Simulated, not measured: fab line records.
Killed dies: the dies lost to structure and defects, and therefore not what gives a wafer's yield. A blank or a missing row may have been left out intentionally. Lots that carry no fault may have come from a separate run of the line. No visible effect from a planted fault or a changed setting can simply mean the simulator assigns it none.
The same fault as seen by 2 desks :: flow nand-harc :: each desk holds nothing but its own numbers, with what lay behind them at the end

## THE METROLOGY DESK
What the gauges read for every lot (on any tool): the sampled wafers with a number, averaged. If a lot's mean is further than 4 standard deviations from the usual mean, the lot is out of limits and carries the mark OUT (the distance appears in the brackets).
Columns: A = cd-nm at NHARC_THIN_TSV_CD_MEAS_12, usual 1000.5 nm
lot: L422
first seen here: day 24 04:59
A: 1000.1

lot: L424
first seen here: day 24 12:08
A: 1000.0

lot: L426
first seen here: day 25 05:57
A: 1001.2

lot: L427
first seen here: day 26 00:59
A: 1000.0

lot: L429
first seen here: day 26 12:58
A: 1001.0

lot: L431
first seen here: day 27 01:41
A: 998.9

lot: L432
first seen here: day 28 04:46
A: 1000.4

lot: L435
first seen here: day 29 07:25
A: 997.7

lot: L437
first seen here: day 30 11:50
A: 1003.3

lot: L439
first seen here: day 30 22:39
A: 1000.0

lot: L443
first seen here: day 32 11:31
A: 1001.3

lot: L444
first seen here: day 32 12:44
A: 999.8

lot: L445
first seen here: day 32 21:49
A: 1002.5
This desk's finding: nothing out of limits on any of the 13 lots.

## THE TOOL OWNER'S DESK: acl-dep-03
The tool's own readings at NHARC_A_CHANNEL_HOLE_D2_DEP_00 (deposits aC, target thk 3100 nm): means of the sampled wafers that have a number, for each lot that ran on this tool. If a lot's mean is further than 4 standard deviations from the usual mean, the lot is out of limits and carries the mark OUT (the distance appears in the brackets).
Columns: A = susceptor-temp-C at NHARC_A_CHANNEL_HOLE_D2_DEP_00, usual 400.00 C; B = throttle-valve-pct at NHARC_A_CHANNEL_HOLE_D2_DEP_00, usual 35.001 %
lot: L422
first seen here: day 13 14:08
A: 400.13
B: 35.001

lot: L424
first seen here: day 14 06:57
A: 400.04
B: 35.006

lot: L426
first seen here: day 14 22:56
A: 400.03
B: 35.002

lot: L427
first seen here: day 15 05:36
A: 399.87
B: 34.997

lot: L429
first seen here: day 16 00:56
A: -
B: 35.006

lot: L431
first seen here: day 16 12:39
A: 399.84
B: 34.998

lot: L432
first seen here: day 17 12:54
A: 400.29
B: 35.004

lot: L435
first seen here: day 19 03:04
A: -
B: 35.004

lot: L437
first seen here: day 19 09:43
A: 399.96
B: 34.999

lot: L439
first seen here: day 20 07:54
A: -
B: 34.986

lot: L445
first seen here: day 22 15:55
A: 399.90
B: 35.000
This desk's finding: nothing out of limits on any of the 11 lots.

## BROUGHT TOGETHER
At the metrology desk, nothing out of limits was observed.
Nothing out of limits was seen by the tool owner's desk.

## WHAT WAS PUT IN BY THE SIMULATOR
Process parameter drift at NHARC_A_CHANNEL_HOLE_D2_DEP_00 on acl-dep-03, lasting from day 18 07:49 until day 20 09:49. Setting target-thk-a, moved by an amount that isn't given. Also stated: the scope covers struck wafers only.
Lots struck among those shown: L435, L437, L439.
